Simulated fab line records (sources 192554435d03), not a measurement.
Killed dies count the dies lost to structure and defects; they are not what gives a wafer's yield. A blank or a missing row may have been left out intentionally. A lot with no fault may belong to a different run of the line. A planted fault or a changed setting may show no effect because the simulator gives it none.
Code-filled problem report in 8D (eight disciplines) form / flow n5_finfet / the parts of the form that need people (team, actions taken, sign-off) are left out

1. PROBLEM STATEMENT
N5_PASSIVATION_PROBE_49, killed_at_front_end: mean 109 over 1 wafer from 1 lot; wafers with no fault: 41, standard deviation 11. That puts it +6.2 standard deviations away from the usual mean.
First observed at day 16 02:31: wafer L448.2, on prober-02. At this step, 15 wafers from 5 lots have a number in the record. Rule for "out", or "out of limits": more than 4 standard deviations from the usual mean. The other wafers with a number count as sound.

2. WHAT IT IS, WHAT IT ISN'T
question=which readings at this step | is=killed_at_front_end, killed_on_rim | is not=killed_at_M0_to_M3, killed_at_M4_up, killed_at_contacts, killed_at_other, killed_open, killed_short
question=which lots | is=L448 | is not=L437, L439, L441, L444
question=which wafers of those lots | is=L448.2 | is not=L448.3, L448.5
question=read on which tools | is=prober-02 | is not=prober-01
question=when | is=from day 16 02:31 | is not=up to then (12 sound wafers); but 2 sound wafers of L448 came after

3. WHAT RULES OUT EACH SUSPECT
Counting: if a tool at a process step up to the reading ran every lot that is out, it stays a suspect. Sound lots after the first of them don't rule it out here, since some wafers of a struck lot are sound.
- rie_diel-02 at N5_SDB_ETCH_25 (etches SiO2 in C4F6/O2, target depth 10 nm, time 3.3 s): kept. It processed L448, the lot that is out, at day 7 17:27, and its most recent sound lot before then was L444 at day 6 21:37.
- rie_diel-06 at N5_MIM_BOT_LITHO_DESCUM_10 (chemistry O2, time 7.9 s): kept. It processed L448, the lot that is out, at day 15 18:32, and its most recent sound lot before then was L444 at day 15 01:17.
- rie_diel-01 at N5_PASSIVATION_STRIP_14 (strips in O2): kept. It ran the lot that is out, L448 (day 15 20:16).
- prober-02 at N5_PASSIVATION_PROBE_49: kept. It processed L448, the lot that is out, at day 16 02:31, and its most recent sound lot before then was L441 at day 14 20:41. Out on those wafers are its own readings of killed_at_front_end, killed_on_rim.
- Within rie_diel-02 at N5_SDB_ETCH_25: the wafers that are out ran in chamber 1; their sound lot-mates ran in chambers 0, 2.
- The sound lot-mates ran in chamber 3 of rie_diel-01 at N5_PASSIVATION_STRIP_14, but the wafers that are out ran in chamber 0.
Left after counting: rie_diel-02 at N5_SDB_ETCH_25, rie_diel-06 at N5_MIM_BOT_LITHO_DESCUM_10, rie_diel-01 at N5_PASSIVATION_STRIP_14, prober-02 at N5_PASSIVATION_PROBE_49.

4. THE CAUSE (what the simulator had put in)
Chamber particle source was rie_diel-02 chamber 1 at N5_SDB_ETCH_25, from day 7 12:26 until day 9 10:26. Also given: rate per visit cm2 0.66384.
After counting, 4 suspects remain, this tool included.

5. THE CHAIN OF EFFECTS, in route order
One row per reading whose mean, taken over the struck wafers that have a number, lies over 3 standard deviations from the usual. Scope: only readings with a usual standard deviation given in the record; hours: median across lots of the time from each lot's start at the first step in this table that gives one to its start at this step; sigmas: change in usual standard deviations.
hours=0; step=N5_PASSIVATION_PROBE_49; reading=killed_at_front_end; usual=41; on struck wafers=109; change=+68; sigmas=+6.2
hours=0; step=N5_PASSIVATION_PROBE_49; reading=killed_dies; usual=102; on struck wafers=166; change=+64; sigmas=+4.0
hours=0; step=N5_PASSIVATION_PROBE_49; reading=killed_on_rim; usual=13; on struck wafers=34; change=+21; sigmas=+5.0
Process steps it contains:
- N5_PASSIVATION_PROBE_49

6. HOW IT WOULD HAVE BEEN CAUGHT EARLIER
206 hours passed between the start of the fault at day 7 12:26 and the first reading out of limits in this record, taken at day 16 02:31.
An alarm limit of 4 standard deviations would not have fired on the tool readings at N5_SDB_ETCH_25 for which the record gives a usual standard deviation, since none of them was out on any struck wafer.
By day 16 02:31, every lot that is out (1) had started N5_SDB_ETCH_25 on rie_diel-02. Had the tool been put on hold then, not one of them would have been saved.
